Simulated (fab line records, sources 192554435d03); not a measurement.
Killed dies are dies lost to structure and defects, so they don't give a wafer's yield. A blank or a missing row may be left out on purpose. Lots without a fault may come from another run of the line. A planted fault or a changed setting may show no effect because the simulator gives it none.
Problem report in the 8D (eight disciplines) form, filled by code | flow n5_finfet | the parts of the form that need people (team, actions taken, sign-off) are left out

1. THE PROBLEM
run_length_s at N5_BEOL_M2_VIA_ETCH_34 reads a mean of 92.0 s on 3 wafers of 3 lots; wafers without a fault read 89.1 s with a standard deviation of 0.47. That is +6.1 standard deviations from the usual mean.
The step: etches the open film in C4F6/O2, target depth 69.4 nm, time 65.9 s.
First seen on wafer L644.1, day 9 02:30, on rie_diel-01. The record holds 24 wafers of 9 lots with a number at this step. Rule for "out", or "out of limits": more than 4 standard deviations from the usual mean. The other wafers with a number count as sound.

2. WHAT IT IS AND WHAT IT IS NOT
question                    | is                     | is not
which readings at this step | run_length_s           | drypump_motor_current_A, oes_product_au, rf_vpp_V, showerhead_plenum_p_Torr, throttle_valve_pct
which lots                  | L643, L644, L646       | L636, L640, L656, L657, L658, L659
which wafers of those lots  | L643.1, L644.1, L646.2 | L643.3, L644.6, L646.3
read on which tools         | rie_diel-01            | rie_diel-03, rie_diel-04
when                        | from day 9 02:30       | up to then (7 sound wafers); but 14 sound wafers of L643, L646, L656, L657, L658, L659 came after

3. SUSPECTS, AND WHAT RULES EACH OUT
Counting: a tool at a process step up to the reading stays a suspect if it ran every lot that is out. Sound lots after the first of them don't rule it out here, since some wafers of a struck lot are sound.
- rie_diel-01 at N5_BEOL_M2_ETCHBACK_99 (etches SiO2 in CHF3, target depth 5 nm, time 10.4 s): kept. It ran every lot that is out, first L644 (day 9 02:21); its last sound lot up to then is L640 (day 7 16:35).
- rie_diel-01 at N5_BEOL_M2_ETCH_70 (etches SOC in N2/H2, target depth 80 nm, overetch 24 nm, time 130 s): kept. It ran every lot that is out, first L644 (day 9 02:23); its last sound lot up to then is L640 (day 7 16:37).
- rie_diel-01 at N5_BEOL_M2_VIA_ETCH_34 (etches the open film in C4F6/O2, target depth 69.4 nm, time 65.9 s): kept. It ran every lot that is out, first L644 (day 9 02:30); its last sound lot up to then is L640 (day 7 16:44). Its own readings are out on those wafers: run_length_s.
Left after counting: rie_diel-01 at N5_BEOL_M2_ETCHBACK_99, rie_diel-01 at N5_BEOL_M2_ETCH_70, rie_diel-01 at N5_BEOL_M2_VIA_ETCH_34.

4. THE CAUSE (what the simulator had put in)
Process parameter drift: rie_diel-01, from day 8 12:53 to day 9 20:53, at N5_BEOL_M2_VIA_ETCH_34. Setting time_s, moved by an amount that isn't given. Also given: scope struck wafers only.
Counting left 3 suspects, and this tool is among them.

5. THE CHAIN OF EFFECTS, in route order
Each row: a reading whose mean over the struck wafers that have a number lies more than 3 standard deviations from the usual. Only readings for which the record gives a usual standard deviation are gone through. hours: the time from each lot's start at the first step in this table that gives one to its start at this step, as a median over the lots. sigmas: the change in usual standard deviations.
hours | step                   | reading      | usual  | on struck wafers | change | sigmas
0     | N5_BEOL_M2_VIA_ETCH_34 | run_length_s | 89.1 s | 92.0             | +2.9   | +6.1
The process steps in it:
- N5_BEOL_M2_VIA_ETCH_34: etches the open film in C4F6/O2, target depth 69.4 nm, time 65.9 s.
Later measuring or inspecting steps at which every struck wafer that the step has a row for has a number for every such reading, and none has moved that far: N5_BEOL_M4_RC_MEAS_101.

6. WHAT WOULD HAVE CAUGHT IT SOONER
In this record the first reading out of limits was taken at day 9 02:30, 14 hours after the fault began at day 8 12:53.
